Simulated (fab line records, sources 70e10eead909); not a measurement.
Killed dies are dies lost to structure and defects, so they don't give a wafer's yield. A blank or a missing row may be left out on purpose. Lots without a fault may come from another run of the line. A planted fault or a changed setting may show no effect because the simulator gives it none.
A struck lot beside a sound one | flow nand_harc | 14 steps out of a route of 1159
Sound: wafers L157.1, L157.2, L157.3. Struck: wafers L171.1, L171.2, L171.3. The cause comes at the end.
At each step with rows: each side's tool, then ch and its chambers, then its first start. Under that, the readings that differ: sound wafers | struck wafers | difference of the means | sigmas: that difference in standard deviations of wafers without a fault.
alike: readings whose means differ by less than 2 such deviations, and words and numbers that are the same on both sides. not compared: withheld readings, readings that some wafer has no value for, bounds like >300 that may hide the same value, and numbers for which the record gives no deviation and whose values overlap.
The two part at a step that has a row with sigmas, a row that says differs or no value, or rows on one side only. Numbers that don't overlap but have no deviation are shown without sigmas and don't part them. A reading that every wafer of one side lacks parts them only if that side has two wafers or more.

first, 3 steps without rows for these wafers: NHARC_A_STAIRCASE_STRIP_317 (strips in SPM, time 900 s); NHARC_A_STAIRCASE_PRECLEAN_318 (cleans in SC1); NHARC_A_STAIRCASE_SRD_329.
NHARC_A_STAIRCASE_ALD_415: deposits SiO2, target thk 30 nm, pulse time 6 s, ald cycles 300.
  sound on ald_hk-02 ch 0,1,3, day 12 06:18; struck on ald_hk-02 ch 0,1,2, day 15 13:19
  alike: heater_power_w, precursor_pulse_height_rel
then, 1 step without rows for these wafers: NHARC_A_STAIRCASE_ETCHBACK_416 (etches the open film in C4F8/O2/Ar, target depth 36 nm, time 7.2 s).
NHARC_A_STAIRCASE_STRIP_476: strips in O2, time 20 s.
  sound on rie_diel-05 ch 1,2,3, day 12 09:02; struck on rie_diel-04 ch 0,1,2, day 15 15:37
  reading                | sound    | struck   | difference | sigmas
  rf_hours_counter_h (h) | 40 38 41 | 23 23 22 | -17        |
  alike: drypump_motor_current_A, oes_product_au, rf_vpp_V, showerhead_plenum_p_Torr, throttle_valve_pct
NHARC_A_STAIRCASE_DEP_417: deposits Si3N4, target thk 60 nm.
  sound on pecvd-01 ch 1,2, day 12 09:08; struck on pecvd-01 ch 1,2, day 15 15:42
  alike: heater_power_w, rf_fwd_power_W
then, 3 steps without rows for these wafers: NHARC_A_STAIRCASE_WET_418 (chemistry H3PO4, target depth 20 nm); NHARC_A_STAIRCASE_PRECLEAN_419 (cleans in SC1); NHARC_A_STAIRCASE_SRD_421.
NHARC_A_STAIRCASE_ALD_420: deposits SiO2, target thk 20 nm, pulse time 6 s, ald cycles 200.
  sound on ald_hk-02 ch 0,1,3, day 12 13:03; struck on ald_hk-02 ch 0,1,3, day 15 18:08
  alike: heater_power_w, precursor_pulse_height_rel
NHARC_A_STAIRCASE_CVD_552: deposits SiNx, target thk 40 nm.
  sound on lpcvd-02 ch 1, day 12 17:44; struck on lpcvd-01 ch 1, day 16 06:43
NHARC_A_STAIRCASE_DEP_151: deposits SiO2, target thk 3800 nm.
  sound on pecvd-04 ch 0,1,2, day 12 21:19; struck on pecvd-02 ch 0,1,2, day 16 10:40
  alike: heater_power_w, mfc_precursor_sccm, rf_fwd_power_W
-- the record jumps here: 7 days lie between the struck wafers' starts before and after (it left off in module A_STAIRCASE and takes up again in module END, whose first step shown is number 1159 of the route) --
NHARC_END_SORT_01:
  the record has rows for the struck wafers here (prober-01 ch 0, day 23 03:26) and none for the sound ones

WHERE THEY PART
Only at NHARC_END_SORT_01, within this record.

WHY: what the simulator had put in
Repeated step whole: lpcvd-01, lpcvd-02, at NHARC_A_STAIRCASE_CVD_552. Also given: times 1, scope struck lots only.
